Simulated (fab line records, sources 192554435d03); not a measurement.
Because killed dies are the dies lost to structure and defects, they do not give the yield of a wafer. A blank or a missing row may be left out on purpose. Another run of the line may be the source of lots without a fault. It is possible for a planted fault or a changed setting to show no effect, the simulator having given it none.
Which tool did it? -- flow n5Finfet -- Sampling: 23 lots, 69 wafers, 2 of 1938 route steps

WHAT EACH GAUGE READ, for each wafer
N5_DUMMY_GATE_CD_MEAS_15: the cd target is 25.8 nm. Usual: 25.12 nm for cdNm, sd 0.22.
lot,measured,on,cdNm (nm),flag
L074,day 2 21:56,cdSem-02,24.85 25.21 24.92,
L075,day 3 05:19,cdSem-03,25.21 25.60 25.32,
L076,day 3 10:48,cdSem-03,25.16 25.13 25.49,
L077,day 3 19:56,cdSem-01,25.22 25.24 25.29,
L078,day 4 02:36,cdSem-03,25.16 24.57 24.97,
L079,day 4 04:00,cdSem-03,25.20 25.07 25.04,
L080,day 4 10:31,cdSem-02,24.98 25.33 25.32,
L082,day 5 04:32,cdSem-01,24.79 25.25 25.04,
L081,day 5 00:30,cdSem-01,25.09 25.05 25.54,
L083,day 5 07:06,cdSem-03,25.13 25.20 25.21,
L084,day 5 12:28,cdSem-01,25.51 25.11 25.24,
L085,day 5 23:22,cdSem-01,25.00 25.30 25.20,
L086,day 6 07:22,cdSem-02,24.80 25.43 25.02,
L087,day 6 11:08,cdSem-01,25.39 25.32 25.40,
L088,day 6 13:59,cdSem-02,25.49 25.21 25.28,
L090,day 7 01:31,cdSem-01,25.27 25.30 25.17,
L091,day 7 04:59,cdSem-03,25.03 24.46 24.62,
L092,day 7 11:06,cdSem-03,25.49 25.40 24.86,
L093,day 7 17:31,cdSem-01,24.97 25.17 25.04,
L094,day 7 22:43,cdSem-03,24.96 25.34 25.03,
L095,day 8 05:31,cdSem-01,25.09 25.09 25.06,
L096,day 8 14:51,cdSem-02,25.16 25.22 25.39,
L097,day 8 19:22,cdSem-03,25.53 24.97 24.68,

WHAT TOOL EACH LOT RAN ON (gives the tool, then ch and the chambers of the sampled wafers, and finally the start)
lot,N5_FIN_SAQP_ETCH_64
L074,"rieSi-02 ch 0,2, day 2 02:38"
L075,"rieSi-03 ch 0,1,3, day 2 07:55"
L076,"rieSi-05 ch 0,1, day 2 14:46"
L077,"rieSi-02 ch 0,1,3, day 2 21:29"
L078,"rieSi-05 ch 0,1, day 3 03:27"
L079,"rieSi-05 ch 1,3, day 3 07:34"
L080,"rieSi-05 ch 0,3, day 3 14:28"
L082,"rieSi-05 ch 0,1,2, day 4 02:58"
L081,"rieSi-03 ch 0,2, day 4 04:39"
L083,"rieSi-05 ch 0,2,3, day 4 08:11"
L084,"rieSi-03 ch 0,1,2, day 4 13:54"
L085,"rieSi-05 ch 1,2,3, day 4 23:25"
L086,"rieSi-03 ch 0,3, day 5 11:37"
L087,"rieSi-05 ch 1,2,3, day 5 13:05"
L088,"rieSi-02 ch 0,2, day 5 15:36"
L090,"rieSi-05 ch 1,2, day 6 04:32"
L091,"rieSi-02 ch 2,3, day 6 07:56"
L092,"rieSi-03 ch 0,1,2, day 6 15:33"
L093,"rieSi-03 ch 0,2,3, day 6 21:08"
L094,"rieSi-03 ch 1,2,3, day 7 03:05"
L095,"rieSi-05 ch 1,2, day 7 10:07"
L096,"rieSi-05 ch 0,1,2, day 7 16:55"
L097,"rieSi-02 ch 1,3, day 7 23:05"
- N5_FIN_SAQP_ETCH_64: etches SiO2 in CF4, target depth 1.5 nm.

AS READ BY THE TOOLS THEMSELVES (means over the sampled wafers that have a number; for cases with no such wafer, the mark the record gives instead)
N5_FIN_SAQP_ETCH_64. Usual: drypumpMotorCurrentA 5.8 A, standard deviation 0.44; oesProductAu 1.017 a.u., standard deviation 0.026; throttleValvePct 21.74 %, standard deviation 0.26.
lot,tool,drypumpMotorCurrentA (A),oesProductAu (a.u.),throttleValvePct (%),flag
L074,rieSi-02,5.9,1.032,21.31,
L075,rieSi-03,6.0,0.996,21.72,
L076,rieSi-05,5.5,1.042,21.69,
L077,rieSi-02,5.7,1.032,21.47,
L078,rieSi-05,5.6,1.049,21.73,
L079,rieSi-05,5.2,1.042,21.72,
L080,rieSi-05,5.3,1.024,21.66,
L082,rieSi-05,5.7,1.026,21.81,
L081,rieSi-03,6.2,1.000,21.87,
L083,rieSi-05,5.5,1.011,21.80,
L084,rieSi-03,6.0,1.002,21.90,
L085,rieSi-05,5.6,1.027,21.84,
L086,rieSi-03,6.3,1.001,21.52,
L087,rieSi-05,5.6,1.026,21.83,
L088,rieSi-02,5.9,1.029,21.32,
L090,rieSi-05,5.9,1.021,21.95,
L091,rieSi-02,5.7,1.011,21.68,
L092,rieSi-03,5.9,0.994,21.91,
L093,rieSi-03,6.2,0.993,21.70,
L094,rieSi-03,6.3,0.989,21.74,
L095,rieSi-05,5.8,1.037,21.86,
L096,rieSi-05,5.7,1.025,21.82,
L097,rieSi-02,5.8,1.015,21.76,

THE ANSWER, worked out from the rows above alone
Rule: take the mean of a lot's wafers that have a number; if it is more than 3 standard deviations from the usual mean, the lot is off. Also off: a lot with no number at a reading for which 4 or more lots have one. The other lots that the step has rows for count as sound. First the gauges in route order, then the tools' own readings, where a lot's mean is used as printed above. The first step at which some lot is off is used, and at that step the reading that is off furthest; a lot without a number counts as furthest.
No lot is off on any of the readings shown, so nothing can be concluded from this.

WHAT THE SIMULATOR HAD INSERTED
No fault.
